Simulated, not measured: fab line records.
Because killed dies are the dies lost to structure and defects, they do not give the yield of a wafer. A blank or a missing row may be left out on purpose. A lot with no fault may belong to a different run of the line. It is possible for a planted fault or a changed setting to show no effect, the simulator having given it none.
Matching of chambers + flow n5Finfet + N5_BEOL_M7_STRIP_36 on rieDiel-05 has 4 sister chambers
The step strips in N2/H2. 24 wafers are shown with their chamber, then 12 later ones without.

WAFERS, EACH WITH ITS CHAMBER
| wafer  | chamber | drypumpMotorCurrentA (A) | showerheadPlenumPTorr (Torr) | oesProductAu (a.u.) |
|--------|---------|--------------------------|------------------------------|---------------------|
| L074.2 | 1       | 5.5                      | 2.41                         | 0.74                |
| L074.3 | 3       | 5.4                      | 2.55                         | 0.82                |
| L074.5 | 3       | 5.4                      | 2.55                         | 0.82                |
| L077.1 | 0       | 6.1                      | 2.49                         | 0.93                |
| L077.2 | 2       | 5.8                      | 2.54                         | 0.73                |
| L077.3 | 3       | 5.4                      | 2.55                         | 0.82                |
| L076.3 | 0       | 6.1                      | 2.49                         | 0.92                |
| L076.4 | 2       | 5.8                      | 2.54                         | 0.72                |
| L076.6 | 3       | 5.4                      | 2.55                         | 0.81                |
| L079.1 | 3       | 5.5                      | 2.54                         | 0.80                |
| L079.3 | 0       | 6.0                      | 2.49                         | 0.91                |
| L079.5 | 1       | 5.5                      | 2.41                         | 0.73                |
| L082.3 | 1       | 5.5                      | 2.41                         | 0.74                |
| L082.4 | 2       | 5.8                      | 2.53                         | 0.73                |
| L082.6 | 0       | 6.1                      | 2.49                         | 0.90                |
| L083.1 | 0       | 6.1                      | 2.49                         | 0.89                |
| L083.4 | 3       | 5.4                      | 2.54                         | 0.80                |
| L083.5 | 1       | 5.5                      | 2.40                         | 0.73                |
| L088.1 | 0       | 6.1                      | 2.48                         | 0.89                |
| L088.5 | 1       | 5.5                      | 2.40                         | 0.72                |
| L088.6 | 2       | 5.8                      | 2.53                         | 0.73                |
| L087.1 | 2       | 5.8                      | 2.53                         | 0.72                |
| L087.2 | 0       | 6.1                      | 2.48                         | 0.88                |
| L087.5 | 0       | 6.1                      | 2.49                         | 0.87                |

SIGNATURES (averages over the wafers above)
| reading               | chamber 0 | chamber 1 | chamber 2 | chamber 3 | scatter within a chamber |
|-----------------------|-----------|-----------|-----------|-----------|--------------------------|
| drypumpMotorCurrentA  | 6.087     | 5.500     | 5.800     | 5.417     | 0.0292                   |
| showerheadPlenumPTorr | 2.4875    | 2.4060    | 2.5340    | 2.5467    | 0.00512                  |
| oesProductAu          | 0.8988    | 0.7320    | 0.7260    | 0.8117    | 0.0137                   |
Rule: distance of a wafer from a chamber = root of the sum over the readings of ((wafer's reading minus chamber's mean) / reading's scatter) squared. If the next closest chamber is less than 2 further off than the closest, the wafer can't be placed; otherwise it belongs to the closest. How the scatter is found: for the shown wafers, subtract from each reading the mean of its chamber, square and add these, divide the total by (wafers less chambers), then take the root.

WAFERS WITHOUT THEIR CHAMBER
| wafer  | drypumpMotorCurrentA (A) | showerheadPlenumPTorr (Torr) | oesProductAu (a.u.) |
|--------|--------------------------|------------------------------|---------------------|
| L089.1 | 5.5                      | 2.40                         | 0.71                |
| L089.2 | 5.8                      | 2.53                         | 0.71                |
| L089.6 | 6.1                      | 2.48                         | 0.87                |
| L093.2 | 5.5                      | 2.40                         | 0.71                |
| L093.5 | 6.0                      | 2.48                         | 0.87                |
| L093.6 | 5.5                      | 2.40                         | 0.71                |
| L094.2 | 6.0                      | 2.48                         | 0.85                |
| L094.3 | 5.5                      | 2.39                         | 0.72                |
| L094.4 | 5.8                      | 2.52                         | 0.70                |
| L097.2 | 5.5                      | 2.39                         | 0.72                |
| L097.4 | 5.8                      | 2.52                         | 0.71                |
| L097.5 | 6.0                      | 2.48                         | 0.85                |

EACH ONE'S CHAMBER
| wafer  | from the rows above | in truth |
|--------|---------------------|----------|
| L089.1 | 1                   | 1        |
| L089.2 | 2                   | 2        |
| L089.6 | 0                   | 0        |
| L093.2 | 1                   | 1        |
| L093.5 | 0                   | 0        |
| L093.6 | 1                   | 1        |
| L094.2 | 0                   | 0        |
| L094.3 | 1                   | 1        |
| L094.4 | 2                   | 2        |
| L097.2 | 1                   | 1        |
| L097.4 | 2                   | 2        |
| L097.5 | 0                   | 0        |
Correctly placed: 12 of 12. Left unplaced by these rows: 0. Wrongly placed: 0.
